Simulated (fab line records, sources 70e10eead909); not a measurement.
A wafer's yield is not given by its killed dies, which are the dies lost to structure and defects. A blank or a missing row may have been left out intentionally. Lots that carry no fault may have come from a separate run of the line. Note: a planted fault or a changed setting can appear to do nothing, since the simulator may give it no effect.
Which tool was responsible? + flow nandHarc + 13 lots, 39 wafers sampled, at 5 steps of a route of 1159

== WHAT THE GAUGES READ, wafer by wafer ==
NHARC_END_SORT_01. Usual: killedAtArray 25, standard deviation 10; killedAtOther 0.6, standard deviation 0.91; killedAtPeriphery 3.6, standard deviation 2.9; killedDies 29, standard deviation 10; killedOpen 3.3, standard deviation 2; killedShort 1.9, standard deviation 1.5.
| lot  | measured     | on        | killedAtArray | killedAtOther | killedAtPeriphery | killedDies | killedOpen | killedShort | flag |
|------|--------------|-----------|---------------|---------------|-------------------|------------|------------|-------------|------|
| L331 | day 22 03:17 | prober-01 | 330 19 16     | 3 3 1         | 2 6 3             | 335 28 20  | 2 5 4      | 2 2 1       | OFF  |
| L335 | day 23 13:11 | prober-02 | 32            | 2             | 0                 | 34         | 1          | 1           |      |

== WHAT TOOL EACH LOT RAN ON (gives the tool, then ch and the chambers of the sampled wafers, and finally the start) ==
| lot  | NHARC_A_STAIRCASE_CMP_152     | NHARC_THIN_TSV_STRIP_45             | NHARC_THIN_TSV_DEP_47           | NHARC_THIN_TSV_DEGAS_53     |
|------|-------------------------------|-------------------------------------|---------------------------------|-----------------------------|
| L320 | cmp-03 ch 2,3, day 13 05:09   | plasmaAsher-02 ch 0,1, day 19 00:13 | pecvd-02 ch 0,2, day 19 01:02   | pvdSputter-01, day 19 04:16 |
| L321 | cmp-02 ch 1,2, day 13 22:45   | plasmaAsher-01 ch 0,1, day 19 13:41 | pecvd-02 ch 0,2, day 19 14:28   | pvdSputter-02, day 19 17:21 |
| L328 | cmp-01 ch 1,3, day 15 19:29   | plasmaAsher-02 ch 0,1, day 20 17:48 | pecvd-04 ch 0,1, day 20 18:52   | pvdSputter-03, day 20 21:51 |
| L331 | cmp-03 ch 0,1,3, day 16 06:28 | plasmaAsher-02 ch 0, day 21 12:39   | pecvd-01 ch 0,2, day 21 13:32   | pvdSputter-03, day 21 16:24 |
| L333 | cmp-01 ch 1,3, day 16 16:55   | plasmaAsher-02 ch 0,1, day 21 14:53 | pecvd-02 ch 0,1,2, day 21 15:47 | pvdSputter-03, day 21 18:40 |
| L334 | cmp-01 ch 0,1,3, day 17 13:35 | plasmaAsher-02 ch 1, day 22 15:49   | pecvd-01 ch 0,1, day 22 16:34   | pvdSputter-03, day 22 19:45 |
| L337 | cmp-02 ch 0,1, day 17 18:11   | plasmaAsher-01 ch 0,1, day 23 06:37 | pecvd-01 ch 0,1, day 23 07:25   | pvdSputter-03, day 23 10:23 |
| L335 | cmp-02 ch 0,1,2, day 17 18:59 | plasmaAsher-02 ch 0,1, day 22 23:49 | pecvd-02 ch 0,1,2, day 23 00:37 | pvdSputter-03, day 23 03:34 |
| L339 | cmp-01 ch 0,1,2, day 17 19:16 | plasmaAsher-01 ch 0,1, day 22 22:36 | pecvd-01 ch 0,1,2, day 22 23:24 | pvdSputter-01, day 23 02:27 |
| L338 | cmp-02 ch 0,2,3, day 18 09:30 | plasmaAsher-02 ch 0,1, day 23 07:50 | pecvd-02 ch 0,2, day 23 08:35   | pvdSputter-03, day 23 11:37 |
| L340 | cmp-01 ch 0,3, day 19 01:34   | plasmaAsher-01 ch 0,1, day 23 15:56 | pecvd-01 ch 0,2, day 23 16:50   | pvdSputter-02, day 23 21:03 |
| L342 | cmp-02 ch 1,3, day 19 01:44   | plasmaAsher-01 ch 0,1, day 23 17:26 | pecvd-02 ch 0,1,2, day 23 18:20 | pvdSputter-01, day 23 21:22 |
| L341 | cmp-01 ch 1,2,3, day 19 13:41 | plasmaAsher-02 ch 0,1, day 24 07:22 | pecvd-01 ch 0,1, day 24 08:10   | pvdSputter-03, day 24 11:20 |
- NHARC_A_STAIRCASE_CMP_152: polishes.
- NHARC_THIN_TSV_STRIP_45: strips in O2.
- NHARC_THIN_TSV_DEP_47: deposits SiO2, target thk 200 nm.
- NHARC_THIN_TSV_DEGAS_53: time 60 s.

== WHAT THE TOOLS THEMSELVES READ (means of the sampled wafers that have a number; where no wafer has one, the mark that the record gives instead) ==
NHARC_A_STAIRCASE_CMP_152. Usual: motorCurrentA at 11.6 A, with a standard deviation of 1.1.
| lot  | tool   | motorCurrentA (A) | flag |
|------|--------|-------------------|------|
| L320 | cmp-03 | 10.5              |      |
| L321 | cmp-02 | 11.8              |      |
| L328 | cmp-01 | 11.2              |      |
| L331 | cmp-03 | 10.7              |      |
| L333 | cmp-01 | 11.0              |      |
| L334 | cmp-01 | 11.9              |      |
| L337 | cmp-02 | 11.2              |      |
| L335 | cmp-02 | 11.5              |      |
| L339 | cmp-01 | 12.6              |      |
| L338 | cmp-02 | 12.1              |      |
| L340 | cmp-01 | 12.4              |      |
| L342 | cmp-02 | 11.8              |      |
| L341 | cmp-01 | 11.6              |      |

NHARC_THIN_TSV_STRIP_45. Usual: drypumpMotorCurrentA 6.1 A, standard deviation 0.33; heaterPowerW 309 W, standard deviation 39.
| lot  | tool           | drypumpMotorCurrentA (A) | heaterPowerW (W) | flag |
|------|----------------|--------------------------|------------------|------|
| L320 | plasmaAsher-02 | 5.8                      | 280              |      |
| L321 | plasmaAsher-01 | 6.5                      | 338              |      |
| L328 | plasmaAsher-02 | 5.8                      | 274              |      |
| L331 | plasmaAsher-02 | 5.7                      | 266              |      |
| L333 | plasmaAsher-02 | 5.8                      | 279              |      |
| L334 | plasmaAsher-02 | 6.1                      | 293              |      |
| L337 | plasmaAsher-01 | 6.5                      | 363              |      |
| L335 | plasmaAsher-02 | 5.9                      | 281              |      |
| L339 | plasmaAsher-01 | 6.5                      | 352              |      |
| L338 | plasmaAsher-02 | 6.0                      | 278              |      |
| L340 | plasmaAsher-01 | 6.4                      | 346              |      |
| L342 | plasmaAsher-01 | 6.5                      | 362              |      |
| L341 | plasmaAsher-02 | 6.0                      | 301              |      |

NHARC_THIN_TSV_DEP_47. Usual: flowSccm 2650 sccm, standard deviation 8.7; throttleValvePct 15.8 %, standard deviation 0.42.
| lot  | tool     | flowSccm (sccm) | throttleValvePct (%) | flag |
|------|----------|-----------------|----------------------|------|
| L320 | pecvd-02 | 2650            | 15.8                 |      |
| L321 | pecvd-02 | 2655            | 16.3                 |      |
| L328 | pecvd-04 | 2656            | 15.8                 |      |
| L331 | pecvd-01 | 2646            | 15.7                 |      |
| L333 | pecvd-02 | 2651            | 15.7                 |      |
| L334 | pecvd-01 | 2662            | 16.1                 |      |
| L337 | pecvd-01 | 2645            | 16.2                 |      |
| L335 | pecvd-02 | 2646            | 15.6                 |      |
| L339 | pecvd-01 | 2653            | 16.1                 |      |
| L338 | pecvd-02 | 2649            | 15.7                 |      |
| L340 | pecvd-01 | 2658            | 16.0                 |      |
| L342 | pecvd-02 | 2647            | 15.6                 |      |
| L341 | pecvd-01 | 2650            | 16.1                 |      |

NHARC_THIN_TSV_DEGAS_53. Usual: heaterPowerW at 473 W, with a standard deviation of 41.
| lot  | tool          | heaterPowerW (W) | flag |
|------|---------------|------------------|------|
| L320 | pvdSputter-01 | 480              |      |
| L321 | pvdSputter-02 | 520              |      |
| L328 | pvdSputter-03 | 481              |      |
| L331 | pvdSputter-03 | 465              |      |
| L333 | pvdSputter-03 | 477              |      |
| L334 | pvdSputter-03 | 464              |      |
| L337 | pvdSputter-03 | 466              |      |
| L335 | pvdSputter-03 | 465              |      |
| L339 | pvdSputter-01 | 470              |      |
| L338 | pvdSputter-03 | 461              |      |
| L340 | pvdSputter-02 | 479              |      |
| L342 | pvdSputter-01 | 438              |      |
| L341 | pvdSputter-03 | 476              |      |

== THE ANSWER, worked out from the rows above alone ==
Rule: a lot is off if the mean of its wafers that have a number lies more than 3 standard deviations from the usual mean. A lot without any number at a reading at which 4 lots or more have one is off too. All remaining lots with rows at the step are treated as sound. The gauges are gone through in route order, then the tools' own readings, and for those a lot's mean is taken as printed above. At the first step where some lot is off, the reading lying furthest off is the one used; lots without a number count as furthest.
Off: L331 (NHARC_END_SORT_01, killedDies). Neither off nor sound, because the step has no rows for them: L320, L321, L328, L333, L334, L337, L339, L338, L340, L342, L341.
A tool fits if, at a process step before that reading, it ran every lot that is off, and no sound lot after the first of them. The gauges at NHARC_END_SORT_01 are tried like those tools. Can't be told from this: 3 tools fit, cmp-03 at NHARC_A_STAIRCASE_CMP_152, pecvd-01 at NHARC_THIN_TSV_DEP_47, prober-01 at NHARC_END_SORT_01.

== WHAT THE SIMULATOR PUT IN ==
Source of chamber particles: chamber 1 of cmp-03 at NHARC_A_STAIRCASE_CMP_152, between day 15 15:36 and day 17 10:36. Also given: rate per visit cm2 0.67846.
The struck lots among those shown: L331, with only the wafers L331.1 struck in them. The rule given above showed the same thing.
